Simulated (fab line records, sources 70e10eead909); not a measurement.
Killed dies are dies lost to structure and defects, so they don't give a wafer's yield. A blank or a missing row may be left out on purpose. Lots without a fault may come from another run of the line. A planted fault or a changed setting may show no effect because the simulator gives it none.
fab line records | flow nand_harc
record lots=22 wafers=66 last_day=33
route steps=1302 shown A_STAIRCASE@789
lots that met no fault: from a run of the same line without faults
start_h: hours from the record's first day to the start of the lot's first wafer shown | wait_h: hours since the lot's step before | " the same as in the row above | L1.1+2: a row that stands for several wafers | - no value, or no start given | * or withheld: withheld | < > ~ a bound
route shown NAME@n: a module of which the file shows steps, and the number in the route of the first | usual: mean/standard deviation of fault-free wafers | same: alike in all rows | chamber/n: place in a boat | sites: the reading at each site | _std_site: their standard deviation | _edge_site: outer sites' mean less inner sites' | radius_mm: how far each site lies from the wafer's centre | mask NAME#n: copy n | behind: the tool/chamber that last shaped the wafer | hold: why the lot was held/for how many hours/how that ended | device: the transistor (n, p or np) that didn't switch | end of line: the same wafers' tests at the end of the route | a step without rows: its recipe alone | killed: dies lost to structure and defects at the first sort, not the wafer's yield | map: a wafer's dies, x killed, . not, _ none there
set.NAME: the setting as run; set.NAME@STEP: as run at that earlier step | model.NAME: the simulator's own value behind a step, which no gauge read
steps of the route over a sample of lots; a table a step, a row a wafer
services: from which hour (start_h, from the record's first day; less than 0 if before it) a tool's chamber was out of use, for how many hours, and why
## steps
# step NHARC_A_STAIRCASE_ETCH_273
# recipe target_depth_a=1.02e+05 time_s=2468.6 ion_energy_ev=800 c4f8_flow_sccm=80 o2_flow_sccm=60 ar_flow_sccm=withheld rf_w=600 bias_w=3000 chemistry=C4F8/O2/Ar
# usual oes_product_au=0.936/0.0093 rf_vpp_V=1828/11
# columns lot.wafer tool chamber start_h wait_h oes_product_au rf_hours_counter_h rf_vpp_V
L074.1 rie_diel-13 2 - - 0.943 10 1830
L074.5 " 2 " " 0.928 - 1829
L074.6 " 0 " " 0.942 - 1828
L075.3 rie_diel-03 2 - - 0.935 28 1822
L075.4 " 0 " " 0.937 28 1827
L075.1 " 1 " " 0.946 26 1846
L076.1 rie_diel-03 1 - - 0.931 29 1845
L076.3 " 2 " " 0.939 32 1822
L076.5 " 3 " " 0.937 - 1826
L078.2 rie_diel-03 3 - - 0.951 34 1827
L078.4 " 0 " " 0.946 33 1828
L078.5 " 3 " " 0.947 - 1825
L080.4 rie_diel-12 0 - - 0.937 55 1818
L080.1 " 2 " " 0.931 64 1823
L080.5 " 3 " " 0.931 - 1843
L079.3 rie_diel-03 1 - - 0.931 43 1848
L079.5 " 3 " " 0.942 - 1825
L079.6 " 0 " " 0.945 - 1827
L081.4 rie_diel-12 3 - - 0.947 66 1844
L081.3 " 1 " " 0.947 62 1808
L081.5 " 3 " " 0.945 - 1843
L082.3 rie_diel-03 2 - - 0.944 45 1821
L082.1 " 3 " " 0.949 47 1824
L082.6 " 1 " " 0.935 - 1845
L083.4 rie_diel-03 2 - - 0.922 3 1820
L083.1 " 3 " " 0.933 3 1825
L083.5 " 1 " " 0.930 - 1846
L085.3 rie_diel-03 0 - - 0.947 4 1825
L085.5 " 1 " " 0.951 - 1844
L085.6 " 2 " " 0.948 - 1820
L084.3 rie_diel-03 0 - - 0.932 5 1826
L084.6 " 1 " " 0.937 - 1846
L084.4 " 3 " " 0.924 - 1825
L086.4 rie_diel-12 3 - - 0.935 10 1845
L086.2 " 1 " " 0.925 13 1847
L086.5 " 0 " " 0.932 - 1818
L088.4 rie_diel-03 0 - - 0.929 - 1825
L088.6 " 2 " " 0.931 - 1820
L088.5 " 3 " " 0.944 - 1825
L090.2 rie_diel-03 0 - - 0.946 19 1823
L090.4 " 3 " " 0.943 - 1824
L090.5 " 2 " " 0.937 - 1820
L091.3 rie_diel-13 2 - - 0.937 1 1827
L091.2 " 3 " " 0.922 1 1814
L091.5 " 3 " " 0.924 - 1813
L089.4 rie_diel-12 2 - - 0.929 30 1822
L089.6 " 1 " " 0.924 - 1845
L089.5 " 2 " " 0.933 - 1822
L092.3 rie_diel-12 3 - - 0.929 32 1843
L092.6 " 2 " " 0.938 - 1821
L092.5 " 3 " " 0.936 - 1843
L093.1 rie_diel-13 3 - - 0.923 12 1815
L093.5 " 0 " " 0.925 - 1826
L093.6 " 3 " " 0.922 - 1814
L094.4 rie_diel-13 3 - - 0.919 19 1814
L094.2 " 1 " " 0.916 16 1846
L094.6 " 3 " " 0.920 - 1814
L095.3 rie_diel-13 3 - - 0.926 21 1813
L095.5 " 2 " " 0.927 - 1827
L095.6 " 3 " " 0.918 - 1815
L096.3 rie_diel-03 3 - - 0.928 45 1821
L096.2 " 1 " " 0.930 40 1843
L096.5 " 2 " " 0.935 - 1819
L097.2 rie_diel-03 1 - - 0.944 41 1843
L097.3 " 3 " " 0.930 47 1822
L097.5 " 1 " " 0.941 - 1843
# step NHARC_A_STAIRCASE_DESCUM_291
# recipe time_s=3 o2_flow_sccm=200 ar_flow_sccm=0 bias_power_w=0 chemistry=O2
# usual drypump_motor_current_A=5.9/0.47 o2_flow_sccm=200.0/0.56 oes_product_au=0.999/0.0062 rf_vpp_V=57.7/0.85 showerhead_plenum_p_Torr=1.92/0.092 throttle_valve_pct=11.312/0.0078
# columns lot.wafer tool chamber start_h wait_h drypump_motor_current_A o2_flow_sccm oes_product_au rf_hours_counter_h rf_vpp_V showerhead_plenum_p_Torr throttle_valve_pct
L074.1 rie_diel-12 0 381.05 - 6.2 200.4 0.993 33 57.3 1.85 11.305
L074.6 " 1 " " 6.2 200.2 1.003 - 57.9 1.77 11.313
L074.5 " 2 " " 6.3 200.4 1.003 - 56.1 1.89 11.316
L075.3 rie_diel-03 2 394.67 - 5.0 199.8 0.992 30 55.7 1.87 11.314
L075.1 " 3 " " 6.2 200.0 1.005 30 58.5 1.90 11.328
L075.4 " 1 " " 5.2 199.9 0.994 27 57.9 2.07 11.314
L076.1 rie_diel-12 3 408.73 - 5.8 200.0 0.992 49 58.1 2.06 11.314
L076.3 " 0 " " 6.2 201.6 0.993 40 57.0 1.85 11.298
L076.5 " 3 " " 5.9 199.6 0.990 - 57.8 2.06 11.301
L078.4 rie_diel-12 2 413.68 - 6.3 200.8 1.005 54 56.9 1.89 11.317
L078.2 " 0 " " 6.2 201.0 0.995 41 57.6 1.85 11.324
L078.5 " 3 " " 5.9 200.2 0.998 - 58.8 2.06 11.310
L080.1 rie_diel-03 1 440.90 - 5.2 199.7 0.994 45 58.1 2.06 11.309
L080.4 " 2 " " 5.0 199.6 0.995 43 57.9 1.87 11.313
L080.5 " 0 " " 6.0 200.0 1.000 - 57.7 1.91 11.306
L079.3 rie_diel-03 3 442.87 - 6.2 200.3 0.997 46 57.4 1.90 11.312
L079.5 " 2 " " 5.0 200.4 0.998 - 56.9 1.87 11.303
L079.6 " 3 " " 6.2 199.6 1.004 - 57.8 1.90 11.317
L081.4 rie_diel-03 1 453.58 - 5.2 200.2 0.996 50 58.4 2.06 11.311
L081.3 " 2 " " 5.0 199.7 1.005 48 57.4 1.87 11.313
L081.5 " 0 " " 6.0 199.8 1.003 - 57.2 1.91 11.308
L082.1 rie_diel-03 3 454.18 - 6.2 199.4 1.000 51 56.7 1.90 11.309
L082.3 " 0 " " 6.0 198.5 1.001 55 57.6 1.91 11.308
L082.6 " 3 " " 6.2 199.9 1.002 - 57.4 1.90 11.323
L083.1 rie_diel-03 1 486.71 - 5.2 199.9 1.000 7 58.3 2.05 11.315
L083.5 " 3 " " 6.2 199.7 1.008 - 58.0 1.89 11.315
L083.4 " 0 " " 6.0 200.7 1.005 - 57.5 1.91 11.314
L085.3 rie_diel-12 3 487.21 - 5.9 199.9 1.000 11 58.1 2.05 11.317
L085.5 " 0 " " 6.2 201.0 1.008 - 56.8 1.84 11.302
L085.6 " 1 " " 6.3 199.9 0.998 - 58.1 2.07 11.304
L084.3 rie_diel-13 3 495.07 - 6.7 199.1 0.992 51 57.5 1.82 11.308
L084.4 " 2 " " 6.0 201.0 0.996 52 56.8 1.91 11.307
L084.6 " 0 " " 6.0 199.8 1.005 - 59.0 1.92 11.306
L086.2 rie_diel-12 0 495.79 - 6.2 199.7 1.006 13 58.8 1.84 11.318
L086.4 " 1 " " 6.3 200.6 0.996 15 59.9 2.07 11.312
L086.5 " 0 " " 6.2 200.5 0.999 - 57.9 1.84 11.318
L088.4 rie_diel-03 1 533.73 - 5.2 199.0 1.004 25 58.0 2.05 11.314
L088.5 " 0 " " 6.0 201.6 0.995 - 57.3 1.90 11.324
L088.6 " 1 " " 5.2 200.1 0.991 - 58.3 2.05 11.289
L090.2 rie_diel-13 0 535.69 - 6.0 200.3 0.996 2 58.4 1.91 11.310
L090.4 " 1 " " 6.4 199.2 1.007 2 58.0 2.08 11.305
L090.5 " 3 " " 6.6 200.7 0.996 - 56.4 1.82 11.322
L091.3 rie_diel-03 1 536.40 - 5.2 199.7 1.006 26 58.3 2.05 11.308
L091.2 " 3 " " 6.1 199.3 1.009 30 57.4 1.89 11.292
L091.5 " 1 " " 5.2 200.0 1.009 - 57.3 2.05 11.311
L089.4 rie_diel-03 3 542.63 - 6.1 200.4 1.001 31 57.2 1.89 11.313
L089.6 " 0 " " 6.0 199.8 0.997 - 56.2 1.90 11.305
L089.5 " 1 " " 5.2 200.2 1.009 - 58.0 2.05 11.318
L092.3 rie_diel-03 0 549.16 - 6.0 199.4 0.993 26 57.8 1.90 11.315
L092.5 " 1 " " 5.2 200.3 1.003 - 57.6 2.05 11.309
L092.6 " 2 " " 5.0 200.5 0.999 - 56.8 1.86 11.312
L093.1 rie_diel-12 3 574.90 - 5.9 199.7 1.000 44 57.8 2.04 11.321
L093.5 " 3 " " 5.9 200.3 0.992 - 59.0 2.04 11.311
L093.6 " 0 " " 6.2 200.1 1.000 - 57.7 1.83 11.312
L094.4 rie_diel-12 0 585.50 - 6.2 200.8 0.990 45 59.4 1.83 11.306
L094.2 " 1 " " 6.3 200.7 1.003 50 57.9 2.06 11.312
L094.6 " 2 " " 6.3 199.9 0.997 - 56.7 1.87 11.332
L095.3 rie_diel-12 3 593.00 - 5.9 200.1 1.005 52 58.1 2.04 11.299
L095.5 " 3 " " 5.9 199.1 1.007 - 58.0 2.04 11.316
L095.6 " 0 " " 6.2 200.2 0.998 - 57.7 1.83 11.314
L096.3 rie_diel-13 3 593.99 - 6.6 200.6 0.987 24 56.7 1.81 11.314
L096.2 " 1 " " 6.4 199.7 0.992 21 58.2 2.07 11.311
L096.5 " 0 " " 6.0 200.7 0.987 - 58.6 1.91 11.305
L097.2 rie_diel-13 0 599.45 - 6.0 199.6 0.994 28 58.8 1.91 11.309
L097.3 " 1 " " 6.4 199.8 1.007 23 57.6 2.07 11.320
L097.5 " 0 " " 6.0 199.9 0.997 - 57.8 1.91 11.309
# step NHARC_A_STAIRCASE_ALD_415
# recipe target_thk_a=300 pulse_time_s=6 ald_cycles=300 temp_c=300 material=SiO2
# usual heater_power_w=470/44 precursor_pulse_height_rel=1.001/0.02
# same ald_cycles=300
# columns lot.wafer tool chamber start_h wait_h heater_power_w precursor_pulse_height_rel
L074.1 ald_hk-01 3 391.45 0.5 383 0.990
L074.6 " 1 " " 512 0.995
L074.5 " 2 " " 496 1.010
L075.4 ald_hk-03 1 403.48 0.1 492 0.988
L075.3 " 2 " " 476 1.002
L075.1 " 3 " " 523 1.037
L076.3 ald_hk-01 1 415.89 0.1 495 1.044
L076.1 " 2 " " 502 1.001
L076.5 " 1 " " 491 0.997
L078.4 ald_hk-01 0 421.88 0.5 450 1.022
L078.2 " 1 " " 504 0.993
L078.5 " 2 " " 494 1.025
L080.1 ald_hk-04 0 448.86 0.5 376 0.998
L080.4 " 1 " " 448 1.005
L080.5 " 3 " " 429 0.969
L079.3 ald_hk-01 2 456.08 0.3 495 1.002
L079.5 " 1 " " 512 0.978
L079.6 " 2 " " 492 1.005
L081.3 ald_hk-03 3 463.88 0.3 524 1.014
L081.4 " 1 " " 484 0.991
L081.5 " 3 " " 524 1.023
L082.1 ald_hk-01 3 467.03 0.3 383 1.007
L082.3 " 0 " " 465 0.974
L082.6 " 3 " " 376 0.994
L083.1 ald_hk-01 2 499.05 0.1 488 1.038
L083.4 " 0 " " 434 0.998
L083.5 " 2 " " 493 0.992
L085.3 ald_hk-03 2 500.16 0.7 489 0.984
L085.6 " 3 " " 521 0.997
L085.5 " 0 " " 498 1.017
L084.3 ald_hk-01 3 505.82 0.5 402 0.997
L084.4 " 0 " " 440 1.031
L084.6 " 3 " " 407 0.999
L086.2 ald_hk-01 0 507.22 1.1 431 0.983
L086.4 " 2 " " 496 0.987
L086.5 " 0 " " 432 1.012
L088.4 ald_hk-03 0 541.02 0.5 509 0.999
L088.5 " 2 " " 493 1.026
L088.6 " 3 " " 515 0.997
L090.2 ald_hk-01 2 542.99 0.5 499 1.002
L090.4 " 3 " " 410 1.002
L090.5 " 1 " " 498 1.007
L091.2 ald_hk-03 1 543.65 0.1 485 1.024
L091.3 " 0 " " 510 0.977
L091.5 " 1 " " 478 0.954
L089.4 ald_hk-03 3 550.12 0.1 521 0.969
L089.6 " 3 " " 518 1.036
L089.5 " 0 " " 509 1.010
L092.3 ald_hk-04 1 559.25 0.1 440 1.021
L092.6 " 1 " " 447 0.986
L092.5 " 2 " " 453 0.998
L093.1 ald_hk-03 3 583.43 0.9 514 1.007
L093.6 " 3 " " 509 1.007
L093.5 " 0 " " 463 1.002
L094.2 ald_hk-04 3 593.65 0.5 435 1.014
L094.4 " 0 " " 366 1.008
L094.6 " 1 " " 440 1.005
L095.3 ald_hk-01 1 603.60 0.3 498 1.038
L095.5 " 0 " " 433 0.994
L095.6 " 1 " " 526 0.984
L096.3 ald_hk-04 3 604.58 0.1 451 1.016
L096.2 " 2 " " 465 1.001
L096.5 " 3 " " 445 1.002
L097.3 ald_hk-03 3 610.18 1.1 522 1.029
L097.2 " 1 " " 505 1.026
L097.5 " 2 " " 521 1.021
# step NHARC_A_STAIRCASE_ETCHBACK_416
# recipe target_depth_a=360 time_s=7.2 c4f8_flow_sccm=withheld o2_flow_sccm=8 ar_flow_sccm=withheld rf_w=600 bias_w=800 chemistry=C4F8/O2/Ar
# usual oes_product_au=0.925/0.0075 rf_vpp_V=723/4.5
# columns lot.wafer tool chamber start_h wait_h oes_product_au rf_hours_counter_h rf_vpp_V
L074.1 rie_diel-03 0 - - 0.924 29 725
L074.6 " 3 " " 0.928 - 722
L074.5 " 0 " " 0.921 - 724
L075.3 rie_diel-03 0 406.93 2.5 0.926 33 724
L075.4 " 1 " " 0.923 30 732
L075.1 " 2 " " 0.921 33 722
L076.1 rie_diel-03 1 - - 0.924 33 731
L076.3 " 3 " " 0.934 36 722
L076.5 " 1 " " 0.929 - 732
L078.2 rie_diel-12 1 - - 0.922 54 714
L078.4 " 3 " " 0.922 56 731
L078.5 " 1 " " 0.932 - 716
L080.4 rie_diel-03 3 - - 0.926 47 723
L080.1 " 1 " " 0.912 48 729
L080.5 " 0 " " 0.926 - 722
L079.3 rie_diel-13 2 - - 0.915 42 724
L079.6 " 1 " " 0.920 - 715
L079.5 " 2 " " 0.931 - 723
L081.3 rie_diel-13 3 - - 0.908 42 718
L081.4 " 1 " " 0.914 26 715
L081.5 " 3 " " 0.900 - 718
L082.3 rie_diel-12 2 - - 0.932 6 722
L082.1 " 1 " " 0.914 6 731
L082.6 " 3 " " 0.933 - 731
L083.1 rie_diel-12 2 - - 0.932 17 721
L083.4 " 1 " " 0.922 17 731
L083.5 " 2 " " 0.921 - 722
L085.3 rie_diel-03 3 - - 0.938 - 724
L085.5 " 3 " " 0.938 - 722
L085.6 " 1 " " 0.928 - 730
L084.4 rie_diel-13 2 - - 0.918 56 724
L084.3 " 0 " " 0.914 38 723
L084.6 " 3 " " 0.912 - 718
L086.4 rie_diel-13 0 - - 0.917 38 722
L086.2 " 2 " " 0.912 56 723
L086.5 " 1 " " 0.916 - 716
L088.4 rie_diel-03 1 - - 0.914 28 729
L088.5 " 1 " " 0.923 - 730
L088.6 " 2 " " 0.921 - 720
L090.4 rie_diel-13 0 - - 0.925 7 723
L090.2 " 2 " " 0.935 5 723
L090.5 " 3 " " 0.920 - 720
L091.2 rie_diel-13 2 - - 0.937 5 722
L091.3 " 3 " " 0.928 6 717
L091.5 " 2 " " 0.933 - 724
L089.4 rie_diel-12 2 - - 0.923 40 722
L089.5 " 2 " " 0.923 - 724
L089.6 " 3 " " 0.924 - 729
L092.3 rie_diel-03 1 - - 0.928 32 729
L092.6 " 2 " " 0.929 - 721
L092.5 " 3 " " 0.927 - 722
L093.1 rie_diel-13 0 - - 0.919 21 725
L093.5 " 3 " " 0.923 - 718
L093.6 " 0 " " 0.918 - 724
L094.2 rie_diel-12 1 - - 0.915 52 731
L094.4 " 2 " " 0.931 56 721
L094.6 " 0 " " 0.924 - 719
L095.3 rie_diel-03 1 - - 0.922 45 728
L095.5 " 2 " " 0.928 - 720
L095.6 " 3 " " 0.920 - 721
L096.3 rie_diel-12 2 - - 0.934 61 721
L096.2 " 0 " " 0.925 52 719
L096.5 " 1 " " 0.935 - 731
L097.3 rie_diel-13 1 - - 0.919 27 732
L097.2 " 2 " " 0.924 28 723
L097.5 " 3 " " 0.914 - 718
# step NHARC_A_STAIRCASE_DESCUM_443
# recipe time_s=3 o2_flow_sccm=200 ar_flow_sccm=0 bias_power_w=0 chemistry=O2
# usual drypump_motor_current_A=6.0/0.4 o2_flow_sccm=200.0/0.57 oes_product_au=0.999/0.0074 rf_vpp_V=57.8/0.93 showerhead_plenum_p_Torr=1.93/0.094 throttle_valve_pct=11.311/0.0094
# columns lot.wafer tool chamber start_h wait_h drypump_motor_current_A o2_flow_sccm oes_product_au rf_hours_counter_h rf_vpp_V showerhead_plenum_p_Torr throttle_valve_pct
L074.1 rie_diel-12 1 428.45 - 6.2 200.4 1.002 56 56.7 1.76 11.319
L074.5 " 0 " " 6.2 199.6 0.993 - 59.5 1.85 11.322
L074.6 " 1 " " 6.3 200.7 1.003 - 57.1 1.76 11.302
L075.1 rie_diel-13 0 450.53 - 6.0 199.3 0.984 16 57.4 1.92 11.297
L075.3 " 2 " " 6.0 200.7 0.984 37 57.3 1.92 11.316
L075.4 " 0 " " 6.0 199.1 0.994 - 58.1 1.92 11.325
L078.4 rie_diel-13 2 458.76 - 6.0 199.8 0.986 42 57.7 1.92 11.325
L078.2 " 0 " " 6.0 199.9 0.997 20 57.1 1.92 11.313
L078.5 " 3 " " 6.6 200.4 0.984 - 57.4 1.82 11.296
L076.1 rie_diel-12 2 461.56 - 6.3 199.5 1.002 1 58.5 1.88 11.296
L076.3 " 1 " " 6.3 200.0 0.988 1 58.6 2.08 11.317
L076.5 " 3 " " 5.9 200.7 1.001 - 57.9 2.05 11.324
L079.3 rie_diel-03 0 491.18 - 6.0 200.1 1.002 7 57.3 1.91 11.307
L079.5 " 3 " " 6.1 199.9 0.992 - 57.8 1.89 11.317
L079.6 " 0 " " 6.0 199.6 0.995 - 57.0 1.91 11.324
L080.4 rie_diel-13 0 491.32 - 6.0 200.1 1.003 30 59.1 1.92 11.284
L080.1 " 2 " " 6.0 200.0 1.001 50 58.5 1.92 11.321
L080.5 " 1 " " 6.4 199.8 1.010 - 57.9 1.77 11.310
L081.4 rie_diel-12 1 501.49 - 6.2 199.3 0.998 17 59.6 2.07 11.304
L081.3 " 2 " " 6.3 198.8 1.005 17 56.1 1.88 11.309
L081.5 " 3 " " 5.9 199.3 0.996 - 58.1 2.05 11.308
L082.1 rie_diel-03 1 501.64 - 5.2 200.8 1.001 16 58.1 2.05 11.309
L082.3 " 1 " " 5.2 200.1 1.011 - 59.6 2.05 11.295
L082.6 " 1 " " 5.2 200.7 0.999 - 58.1 2.05 11.321
L085.3 rie_diel-12 3 540.10 - 5.9 200.5 1.008 28 58.6 2.04 11.313
L085.6 " 3 " " 5.9 199.2 0.999 - 58.1 2.04 11.311
L085.5 " 0 " " 6.2 200.3 0.994 - 56.4 1.84 11.309
L083.4 rie_diel-13 0 540.27 - 6.0 199.7 0.998 3 57.4 1.91 11.328
L083.1 " 2 " " 6.0 200.5 1.006 4 58.4 1.91 11.322
L083.5 " 3 " " 6.6 200.2 0.998 - 57.3 1.82 11.319
L086.2 rie_diel-13 2 546.65 - 6.0 201.0 1.001 5 55.9 1.91 11.317
L086.4 " 0 " " 6.0 199.7 1.003 7 58.9 1.91 11.313
L086.5 " 2 " " 6.0 199.2 1.007 - 57.0 1.91 11.313
L084.3 rie_diel-12 2 546.83 - 6.3 199.1 0.991 36 56.2 1.87 11.317
L084.4 " 0 " " 6.2 200.1 1.003 30 57.3 1.84 11.311
L084.6 " 1 " " 6.2 200.1 0.994 - 58.8 2.06 11.331
L091.3 rie_diel-12 0 576.89 - 6.2 199.3 0.998 40 58.0 1.83 11.309
L091.2 " 2 " " 6.3 199.0 0.998 50 57.2 1.87 11.311
L091.5 " 0 " " 6.2 199.8 1.006 - 56.8 1.83 11.307
L088.4 rie_diel-03 3 577.08 - 6.1 199.8 1.004 39 59.7 1.88 11.315
L088.5 " 0 " " 6.0 199.1 1.021 - 59.0 1.90 11.300
L088.6 " 1 " " 5.2 199.8 1.003 - 58.8 2.04 11.314
L090.2 rie_diel-13 1 577.29 - 6.4 200.7 1.003 11 56.5 2.07 11.305
L090.4 " 2 " " 6.0 199.9 1.007 16 57.8 1.91 11.304
L090.5 " 3 " " 6.6 200.1 0.992 - 57.3 1.81 11.328
L089.4 rie_diel-13 1 590.09 - 6.4 200.4 1.000 17 58.7 2.07 11.306
L089.6 " 3 " " 6.6 198.2 0.991 - 59.2 1.81 11.313
L089.5 " 0 " " 6.0 199.6 0.995 - 56.8 1.91 11.317
L092.3 rie_diel-12 1 598.50 - 6.2 199.2 1.002 53 57.8 2.06 11.296
L092.6 " 0 " " 6.2 200.6 0.997 - 56.9 1.83 11.309
L092.5 " 1 " " 6.2 200.0 0.987 - 58.0 2.06 11.293
L093.1 rie_diel-03 1 624.10 - 5.2 200.2 1.003 49 57.0 2.04 11.303
L093.5 " 3 " " 6.2 199.6 1.000 - 58.1 1.88 11.310
L093.6 " 0 " " 6.0 199.6 1.002 - 56.8 1.90 11.322
L094.2 rie_diel-13 0 641.98 - 6.0 200.4 1.005 40 57.2 1.90 11.307
L094.4 " 2 " " 6.0 200.8 1.001 35 57.2 1.90 11.308
L094.6 " 1 " " 6.4 199.8 1.005 - 58.3 2.07 11.326
L096.3 rie_diel-12 3 642.01 - 5.9 200.5 0.989 3 59.0 2.03 11.306
L096.2 " 2 " " 6.3 201.0 1.006 4 57.5 1.86 11.298
L096.5 " 3 " " 5.9 200.5 0.990 - 58.8 2.03 11.305
L095.3 rie_diel-03 3 644.35 - 6.1 200.3 1.005 0 59.1 1.88 11.311
L095.5 " 1 " " 5.2 200.6 1.004 - 58.4 2.04 11.328
L095.6 " 2 " " 5.0 200.2 1.006 - 56.7 1.85 11.303
L097.2 rie_diel-12 2 649.12 - 6.3 199.5 0.990 8 58.3 1.86 11.311
L097.3 " 0 " " 6.2 199.5 0.992 6 58.0 1.83 11.315
L097.5 " 2 " " 6.3 200.0 0.987 - 58.3 1.86 11.315
# step NHARC_A_STAIRCASE_ETCHBACK_157
# recipe target_depth_a=900 over_etch_frac=0.3 time_s=167.14 ion_energy_ev=120 ch3f_flow_sccm=50 o2_flow_sccm=30 ar_flow_sccm=200 rf_w=500 bias_w=100 chemistry=CH3F/O2
# usual drypump_motor_current_A=6.1/0.44 o2_flow_sccm=30.00/0.079 oes_product_au=0.96/0.033 rf_vpp_V=244.3/1.7 showerhead_plenum_p_Torr=2.45/0.11 throttle_valve_pct=20.663/0.009
# columns lot.wafer tool chamber start_h wait_h drypump_motor_current_A o2_flow_sccm oes_product_au rf_hours_counter_h rf_vpp_V showerhead_plenum_p_Torr throttle_valve_pct
L074.1 rie_diel-13 1 434.99 0.3 6.4 29.94 0.99 20 242.6 2.28 20.673
L074.5 " 2 " " 6.0 29.95 0.98 - 244.4 2.47 20.669
L074.6 " 3 " " 6.6 30.10 0.99 - 242.8 2.35 20.666
L075.1 rie_diel-03 0 457.79 0.2 6.0 30.09 0.96 57 244.2 2.45 20.672
L075.3 " 1 " " 5.2 30.04 0.96 52 245.8 2.64 20.663
L075.4 " 2 " " 5.0 29.98 0.96 50 243.7 2.40 20.662
L078.4 rie_diel-13 1 465.18 0.2 6.4 30.08 0.99 26 242.1 2.28 20.661
L078.2 " 2 " " 6.0 29.98 1.00 45 244.5 2.46 20.670
L078.5 " 3 " " 6.6 29.96 0.98 - 242.0 2.35 20.662
L076.1 rie_diel-13 3 468.06 0.2 6.6 29.98 0.92 44 243.1 2.34 20.671
L076.3 " 0 " " 6.0 30.02 0.91 27 244.8 2.47 20.662
L076.5 " 2 " " 6.0 30.00 0.93 - 245.0 2.46 20.670
L080.1 rie_diel-13 0 497.53 0.2 6.0 30.10 1.00 34 243.9 2.46 20.675
L080.4 " 1 " " 6.4 29.97 0.99 33 242.2 2.28 20.670
L080.5 " 3 " " 6.6 30.14 0.99 - 243.5 2.34 20.666
L079.3 rie_diel-13 2 498.36 0.2 6.0 29.99 0.91 53 244.9 2.46 20.644
L079.5 " 0 " " 6.0 29.84 0.92 - 244.0 2.46 20.669
L079.6 " 1 " " 6.4 29.89 0.92 - 242.1 2.28 20.664
L081.3 rie_diel-03 0 507.81 0.2 6.0 30.04 0.99 12 243.1 2.45 20.665
L081.4 " 3 " " 6.1 30.04 1.01 20 245.1 2.43 20.637
L081.5 " 0 " " 6.0 29.84 0.99 - 244.5 2.45 20.658
L082.3 rie_diel-03 0 510.82 0.2 6.0 30.11 1.00 12 245.0 2.45 20.654
L082.1 " 2 " " 5.0 29.90 1.00 6 242.1 2.40 20.662
L082.6 " 1 " " 5.2 30.12 1.00 - 247.4 2.63 20.653
L085.3 rie_diel-12 3 546.26 0.2 5.8 30.05 0.99 33 247.0 2.62 20.651
L085.5 " 3 " " 5.9 30.01 1.00 - 244.7 2.62 20.661
L085.6 " 0 " " 6.2 29.94 0.99 - 243.1 2.36 20.648
L083.1 rie_diel-03 2 546.45 0.2 5.0 29.96 0.93 19 243.0 2.39 20.668
L083.4 " 3 " " 6.1 29.94 0.93 32 243.4 2.42 20.663
L083.5 " 3 " " 6.1 29.89 0.93 - 244.2 2.42 20.683
L086.2 rie_diel-13 3 552.81 0.1 6.6 29.90 0.93 10 243.4 2.34 20.663
L086.4 " 0 " " 6.0 29.99 0.93 - 245.2 2.46 20.677
L086.5 " 2 " " 6.0 30.07 0.93 - 244.0 2.45 20.670
L084.3 rie_diel-12 0 553.06 0.2 6.2 30.01 0.98 32 243.0 2.36 20.662
L084.4 " 1 " " 6.2 29.93 0.99 37 245.8 2.65 20.676
L084.6 " 1 " " 6.2 30.05 0.99 - 246.9 2.65 20.656
L091.3 rie_diel-13 2 583.04 0.1 6.0 29.97 0.94 19 243.2 2.45 20.663
L091.2 " 0 " " 6.0 30.00 0.94 21 244.7 2.45 20.658
L091.5 " 2 " " 6.0 29.93 0.94 - 244.9 2.45 20.667
L088.4 rie_diel-12 1 583.28 0.2 6.3 30.05 1.00 50 247.9 2.64 20.649
L088.5 " 3 " " 5.9 30.08 0.99 - 246.8 2.61 20.654
L088.6 " 0 " " 6.2 30.04 1.00 - 242.5 2.36 20.665
L090.2 rie_diel-13 1 583.52 0.1 6.4 30.10 0.99 16 248.3 2.65 20.678
L090.4 " 3 " " 6.6 30.06 0.99 20 244.4 2.33 20.656
L090.5 " 2 " " 6.0 29.84 0.98 - 244.1 2.45 20.662
L089.4 rie_diel-13 1 596.24 0.2 6.4 29.96 1.00 22 247.6 2.65 20.656
L089.6 " 1 " " 6.4 29.88 0.99 - 248.5 2.65 20.661
L089.5 " 2 " " 6.0 29.94 0.98 - 241.8 2.45 20.663
L092.3 rie_diel-13 2 604.76 0.2 6.0 29.89 0.99 27 243.5 2.45 20.667
L092.6 " 3 " " 6.6 30.01 0.99 - 242.4 2.33 20.656
L092.5 " 0 " " 6.0 29.96 0.99 - 243.3 2.45 20.666
L093.1 rie_diel-03 0 630.23 0.2 6.0 30.12 0.99 45 243.8 2.44 20.675
L093.5 " 3 " " 6.2 29.82 0.99 - 243.4 2.41 20.661
L093.6 " 0 " " 6.0 30.05 0.99 - 243.6 2.44 20.666
L096.3 rie_diel-13 3 648.17 0.2 6.6 30.05 0.92 42 242.7 2.32 20.648
L096.2 " 0 " " 6.0 30.15 0.93 44 243.3 2.44 20.644
L096.5 " 2 " " 6.0 30.09 0.92 - 244.9 2.44 20.660
L094.2 rie_diel-12 0 648.26 0.2 6.2 29.99 1.01 5 244.1 2.35 20.662
L094.4 " 1 " " 6.2 30.23 0.99 5 247.9 2.63 20.669
L094.6 " 1 " " 6.3 30.07 0.99 - 246.3 2.63 20.672
L095.3 rie_diel-13 1 651.01 0.2 6.4 29.98 0.93 36 247.6 2.65 20.662
L095.6 " 2 " " 6.0 30.00 0.93 - 244.0 2.44 20.665
L095.5 " 3 " " 6.6 30.02 0.92 - 243.2 2.32 20.661
L097.3 rie_diel-13 0 655.24 0.2 6.0 30.13 0.91 47 244.2 2.44 20.657
L097.2 " 1 " " 6.4 29.82 0.92 38 247.6 2.64 20.647
L097.5 " 0 " " 6.0 30.15 0.92 - 242.4 2.44 20.653
## services
# columns tool chamber start_h hours kind
rie_diel-13 1 358.12 7.6 repair
rie_diel-13 3 361.39 11.8 repair
ald_hk-04 - 371.34 0.6 repair
rie_diel-13 1 377.44 22.5 repair
ald_hk-01 - 382.46 0.3 repair
ald_hk-04 - 389.55 2.9 repair
ald_hk-03 - 390.78 10.0 pm
rie_diel-13 0 393.35 49.3 repair
ald_hk-04 - 433.85 10.0 pm
rie_diel-13 1 441.15 3.3 repair
rie_diel-12 - 446.18 9.0 pm
rie_diel-13 1 448.55 5.9 repair
rie_diel-03 - 458.33 9.0 pm
ald_hk-01 - 475.23 10.0 pm
rie_diel-12 - 488.80 1.9 repair
rie_diel-12 2 505.50 4.2 repair
rie_diel-13 - 519.08 9.0 pm
rie_diel-03 1 519.91 10.9 repair
ald_hk-04 - 535.55 0.8 repair
rie_diel-03 3 561.84 2.6 repair
ald_hk-03 - 568.78 10.0 pm
rie_diel-12 - 623.18 9.0 pm
rie_diel-03 - 635.33 9.0 pm
ald_hk-01 - 653.23 10.0 pm
## key
fault none
